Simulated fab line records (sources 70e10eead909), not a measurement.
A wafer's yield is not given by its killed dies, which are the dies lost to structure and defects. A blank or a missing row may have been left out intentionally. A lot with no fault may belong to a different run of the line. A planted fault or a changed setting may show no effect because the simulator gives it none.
2 desks looking at one fault + flow nand_harc + every desk sees just its own numbers, and what lay behind them comes last

## THE DEFECT DESK
For each lot, the counts of the inspections along the route, averaged over the sampled wafers that have a number. A lot is out of limits, marked OUT, if its mean lies more than 4 standard deviations from the usual mean; the brackets give that distance.
Columns: A = raw_defect_count at NHARC_P_M1_INSPECT_27, usual 332
| lot  | first seen here | A   |
|------|-----------------|-----|
| L573 | day 6 02:27     | 263 |
| L577 | day 7 05:03     | 447 |
| L578 | day 7 13:05     | 334 |
| L579 | day 7 16:03     | 372 |
| L580 | day 8 01:19     | 418 |
| L581 | day 8 01:33     | 261 |
| L582 | day 8 13:19     | 231 |
| L583 | day 8 13:54     | 431 |
| L589 | day 10 06:13    | 294 |
| L595 | day 11 10:13    | 388 |
| L594 | day 11 10:34    | 211 |
| L596 | day 11 13:49    | 406 |
This desk's finding: nothing out of limits on any of the 12 lots.

## DESK OF THE TOOL OWNER: pecvd-03
Per lot that ran on this tool, the mean of the sampled wafers carrying a number, from the tool's own readings at NHARC_P_M2_PRE_CLEAN_32 (time 12 s). A lot is out of limits, marked OUT, if its mean lies more than 4 standard deviations from the usual mean; the brackets give that distance.
Columns: A = heater_power_w at NHARC_P_M2_PRE_CLEAN_32, usual 665 W; B = rf_fwd_power_W at NHARC_P_M2_PRE_CLEAN_32, usual 292.7 W
| lot  | first seen here | A   | B               |
|------|-----------------|-----|-----------------|
| L577 | day 7 09:23     | 641 | 293.0           |
| L579 | day 7 20:14     | 608 | 293.7           |
| L581 | day 8 06:15     | 621 | 259.2 (-35) OUT |
| L582 | day 8 17:41     | 658 | 276.4 (-17) OUT |
| L583 | day 8 18:41     | 660 | 276.3 (-17) OUT |
| L595 | day 11 14:39    | 649 | 293.6           |
| L596 | day 11 18:14    | 593 | 292.9           |
This desk's finding: out of limits on L581, L582, L583; first on L581, day 8 06:15 (rf_fwd_power_W at NHARC_P_M2_PRE_CLEAN_32). L577, L579, L595, L596: within limits.

## ALL TOGETHER
The tool owner's desk could have raised an alarm at day 8 06:15, on L581, L582, L583.
Nothing the defect desk looked at was out of limits.
The defect desk has L581, L582, L583 on record, within its limits.
NHARC_P_M2_PRE_CLEAN_32 was run on pecvd-03 by each of the lots named.

## WHAT THE SIMULATOR HAD PUT IN
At NHARC_P_M2_PRE_CLEAN_32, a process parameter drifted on pecvd-03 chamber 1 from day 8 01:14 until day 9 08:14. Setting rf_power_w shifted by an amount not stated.
Shown lots that were struck: L581, L582, L583.
How many hours passed from the start of the fault until each desk's first out-of-limits reading: the tool owner's desk, 5.
